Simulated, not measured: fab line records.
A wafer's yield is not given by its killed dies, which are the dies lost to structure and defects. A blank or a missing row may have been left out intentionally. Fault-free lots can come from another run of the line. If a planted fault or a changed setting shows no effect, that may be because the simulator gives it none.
Which tool is to blame? / flow nandHarc / 13 lots, 39 wafers sampled, at 4 steps of a route of 1159

== WHAT THE GAUGES READ, wafer by wafer ==
NHARC_P_ZERO_WELL_CD_MEAS_37 targets a cd of 720 nm. Usual: cdNm 718.9 nm, standard deviation 1.9.
lot=L156; measured=day 2 04:20; on=cdSem-03; cdNm (nm)=721.0 719.2 717.8; flag=
lot=L158; measured=day 2 16:00; on=cdSem-01; cdNm (nm)=719.8 718.5 717.8; flag=
lot=L159; measured=day 2 22:08; on=cdSem-01; cdNm (nm)=717.7 717.7 718.3; flag=
lot=L160; measured=day 3 06:51; on=cdSem-03; cdNm (nm)=719.1 719.5 721.8; flag=
lot=L161; measured=day 3 10:14; on=cdSem-03; cdNm (nm)=722.4 720.8 722.5; flag=
lot=L162; measured=day 3 15:59; on=cdSem-01; cdNm (nm)=719.2 716.7 717.3; flag=
lot=L164; measured=day 4 04:16; on=cdSem-01; cdNm (nm)=718.2 721.1 717.7; flag=
lot=L168; measured=day 5 04:07; on=cdSem-01; cdNm (nm)=685.2 685.3 687.3; flag=OFF
lot=L169; measured=day 5 10:14; on=cdSem-01; cdNm (nm)=720.3 719.2 719.8; flag=
lot=L170; measured=day 5 16:17; on=cdSem-02; cdNm (nm)=686.6 688.3 684.8; flag=OFF
lot=L171; measured=day 5 22:33; on=cdSem-01; cdNm (nm)=717.2 718.0 719.0; flag=
lot=L172; measured=day 6 04:16; on=cdSem-03; cdNm (nm)=717.2 716.9 717.2; flag=
lot=L173; measured=day 6 09:59; on=cdSem-01; cdNm (nm)=716.6 717.4 716.7; flag=

NHARC_P_STI_OCD_MEAS_17. Usual: trenchDepthNm 301 nm, standard deviation 4.1; trenchFootCdNm 156.4 nm, standard deviation 2.4.
lot=L156; measured=day 2 23:47; on=ocd-01; trenchDepthNm (nm)=301 307 306; trenchFootCdNm (nm)=158.7 156.5 156.4; flag=
lot=L158; measured=day 3 11:25; on=ocd-02; trenchDepthNm (nm)=294 307 295; trenchFootCdNm (nm)=156.1 153.3 155.1; flag=
lot=L159; measured=day 3 17:38; on=ocd-02; trenchDepthNm (nm)=301 298 300; trenchFootCdNm (nm)=153.7 156.3 158.3; flag=
lot=L160; measured=day 4 04:52; on=ocd-01; trenchDepthNm (nm)=309 302 299; trenchFootCdNm (nm)=157.5 157.6 157.9; flag=
lot=L161; measured=day 4 05:01; on=ocd-02; trenchDepthNm (nm)=298 304 302; trenchFootCdNm (nm)=158.1 156.9 158.5; flag=
lot=L162; measured=day 4 15:55; on=ocd-02; trenchDepthNm (nm)=294 303 303; trenchFootCdNm (nm)=155.2 154.3 152.5; flag=
lot=L164; measured=day 5 01:20; on=ocd-01; trenchDepthNm (nm)=302 308 300; trenchFootCdNm (nm)=152.2 152.6 153.4; flag=
lot=L168; measured=day 5 20:58; on=ocd-02; trenchDepthNm (nm)=300 298 302; trenchFootCdNm (nm)=160.5 159.0 159.7; flag=
lot=L169; measured=day 6 06:04; on=ocd-02; trenchDepthNm (nm)=299 302 305; trenchFootCdNm (nm)=154.2 153.4 158.6; flag=
lot=L170; measured=day 6 11:52; on=ocd-02; trenchDepthNm (nm)=295 304 299; trenchFootCdNm (nm)=157.0 159.5 158.9; flag=
lot=L171; measured=day 6 22:20; on=ocd-01; trenchDepthNm (nm)=296 295 296; trenchFootCdNm (nm)=159.2 160.8 157.4; flag=
lot=L172; measured=day 6 22:10; on=ocd-02; trenchDepthNm (nm)=307 300 299; trenchFootCdNm (nm)=153.7 158.4 155.7; flag=
lot=L173; measured=day 7 05:41; on=ocd-02; trenchDepthNm (nm)=299 306 294; trenchFootCdNm (nm)=154.9 154.4 157.2; flag=

NHARC_P_STI_INSPECT_25. Usual: rawDefectCount 220, standard deviation 82.
lot=L156; measured=day 4 09:20; on=defectInspect-01; rawDefectCount=216 195 152; flag=
lot=L158; measured=day 4 09:20; on=defectInspect-02; rawDefectCount=353 343 391; flag=
lot=L159; measured=day 4 23:10; on=defectInspect-01; rawDefectCount=230 213 250; flag=
lot=L160; measured=day 5 07:17; on=defectInspect-01; rawDefectCount=151 182 151; flag=
lot=L161; measured=day 5 07:17; on=defectInspect-02; rawDefectCount=174 249 198; flag=
lot=L162; measured=day 6 03:20; on=defectInspect-02; rawDefectCount=110 156 205; flag=
lot=L164; measured=day 6 03:21; on=defectInspect-02; rawDefectCount=289 210 245; flag=
lot=L168; measured=day 7 01:14; on=defectInspect-02; rawDefectCount=213 284 296; flag=
lot=L169; measured=day 7 12:16; on=defectInspect-02; rawDefectCount=195 240 327; flag=
lot=L170; measured=day 7 12:16; on=defectInspect-01; rawDefectCount=202 232 239; flag=
lot=L171; measured=day 8 08:04; on=defectInspect-02; rawDefectCount=216 170 212; flag=
lot=L172; measured=day 8 08:05; on=defectInspect-01; rawDefectCount=94 125 169; flag=
lot=L173; measured=day 8 13:59; on=defectInspect-01; rawDefectCount=180 227 300; flag=

== TOOL THAT RAN EACH LOT (tool first, then ch and the chambers of the sampled wafers, then the start) ==
lot=L156; NHARC_P_ZERO_WELL_EXPOSE_34=krfScanner-01 ch 0, day 2 04:10
lot=L158; NHARC_P_ZERO_WELL_EXPOSE_34=krfScanner-04 ch 0, day 2 15:51
lot=L159; NHARC_P_ZERO_WELL_EXPOSE_34=krfScanner-02 ch 0, day 2 21:59
lot=L160; NHARC_P_ZERO_WELL_EXPOSE_34=krfScanner-04 ch 0, day 3 06:41
lot=L161; NHARC_P_ZERO_WELL_EXPOSE_34=krfScanner-01 ch 0, day 3 10:05
lot=L162; NHARC_P_ZERO_WELL_EXPOSE_34=krfScanner-01 ch 0, day 3 15:50
lot=L164; NHARC_P_ZERO_WELL_EXPOSE_34=krfScanner-04 ch 0, day 4 04:07
lot=L168; NHARC_P_ZERO_WELL_EXPOSE_34=krfScanner-02 ch 0, day 5 03:58
lot=L169; NHARC_P_ZERO_WELL_EXPOSE_34=krfScanner-01 ch 0, day 5 10:04
lot=L170; NHARC_P_ZERO_WELL_EXPOSE_34=krfScanner-02 ch 0, day 5 16:09
lot=L171; NHARC_P_ZERO_WELL_EXPOSE_34=krfScanner-04 ch 0, day 5 22:23
lot=L172; NHARC_P_ZERO_WELL_EXPOSE_34=krfScanner-01 ch 0, day 6 04:07
lot=L173; NHARC_P_ZERO_WELL_EXPOSE_34=krfScanner-01 ch 0, day 6 09:50
- NHARC_P_ZERO_WELL_EXPOSE_34: exposes mask P PWELL, target cd 720 nm.

== WHAT THE TOOLS THEMSELVES READ (means of the sampled wafers that have a number; where no wafer has one, the mark that the record gives instead) ==
NHARC_P_ZERO_WELL_EXPOSE_34. Usual: exposureDoseMJCm2 22.307, standard deviation 0.025; stageVelMmS 500.00 mm/s, standard deviation 0.21.
lot=L156; tool=krfScanner-01; exposureDoseMJCm2=22.286; stageVelMmS (mm/s)=499.75; flag=
lot=L158; tool=krfScanner-04; exposureDoseMJCm2=22.319; stageVelMmS (mm/s)=499.88; flag=
lot=L159; tool=krfScanner-02; exposureDoseMJCm2=22.308; stageVelMmS (mm/s)=499.85; flag=
lot=L160; tool=krfScanner-04; exposureDoseMJCm2=22.293; stageVelMmS (mm/s)=499.95; flag=
lot=L161; tool=krfScanner-01; exposureDoseMJCm2=22.283; stageVelMmS (mm/s)=500.09; flag=
lot=L162; tool=krfScanner-01; exposureDoseMJCm2=22.294; stageVelMmS (mm/s)=500.01; flag=
lot=L164; tool=krfScanner-04; exposureDoseMJCm2=22.329; stageVelMmS (mm/s)=499.75; flag=
lot=L168; tool=krfScanner-02; exposureDoseMJCm2=18.322; stageVelMmS (mm/s)=500.43; flag=OFF
lot=L169; tool=krfScanner-01; exposureDoseMJCm2=22.321; stageVelMmS (mm/s)=500.20; flag=
lot=L170; tool=krfScanner-02; exposureDoseMJCm2=18.319; stageVelMmS (mm/s)=500.05; flag=OFF
lot=L171; tool=krfScanner-04; exposureDoseMJCm2=22.297; stageVelMmS (mm/s)=500.00; flag=
lot=L172; tool=krfScanner-01; exposureDoseMJCm2=22.299; stageVelMmS (mm/s)=500.07; flag=
lot=L173; tool=krfScanner-01; exposureDoseMJCm2=22.277; stageVelMmS (mm/s)=499.91; flag=

== THE ANSWER, worked out from the rows above alone ==
Rule: a lot counts as off when the mean over its wafers that have a number is more than 3 standard deviations away from the usual mean. A lot without any number at a reading at which 4 lots or more have one is off too. Any other lot the step has rows for is counted as sound. After the gauges, taken in route order, come the tools' own readings; for these a lot's mean is taken, as printed above. At the first step where some lot is off, the reading lying furthest off is the one used; lots without a number count as furthest.
Off: L168, L170, at NHARC_P_ZERO_WELL_CD_MEAS_37 (cdNm).
If a tool, at a process step before that reading, ran all the lots that are off and no sound lot after the first of them, it fits. The gauges at NHARC_P_ZERO_WELL_CD_MEAS_37 aren't tried: what is off there is off at NHARC_P_ZERO_WELL_EXPOSE_34 too, on other tools, and a gauge's error can't cause that. One fits: NHARC_P_ZERO_WELL_EXPOSE_34 on krfScanner-02. A fault onset in the window from L159 (day 2 21:59, its last sound lot) to L168 (day 5 03:58, its first lot off) fits.
On the lots that are off, the tool's own readings at NHARC_P_ZERO_WELL_EXPOSE_34 differ by more than 5 times the standard deviation of the sound lots' means, which bears it out; exposureDoseMJCm2 reads 18.320 there versus 22.301 on the sound lots.

== WHAT HAD BEEN PUT IN BY THE SIMULATOR ==
Process parameters drifting: krfScanner-02 at NHARC_P_ZERO_WELL_EXPOSE_34, beginning at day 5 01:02. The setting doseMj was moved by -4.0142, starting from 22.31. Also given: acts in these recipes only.
Struck lots among those shown: L168, L170. This agrees with what the rule above found.
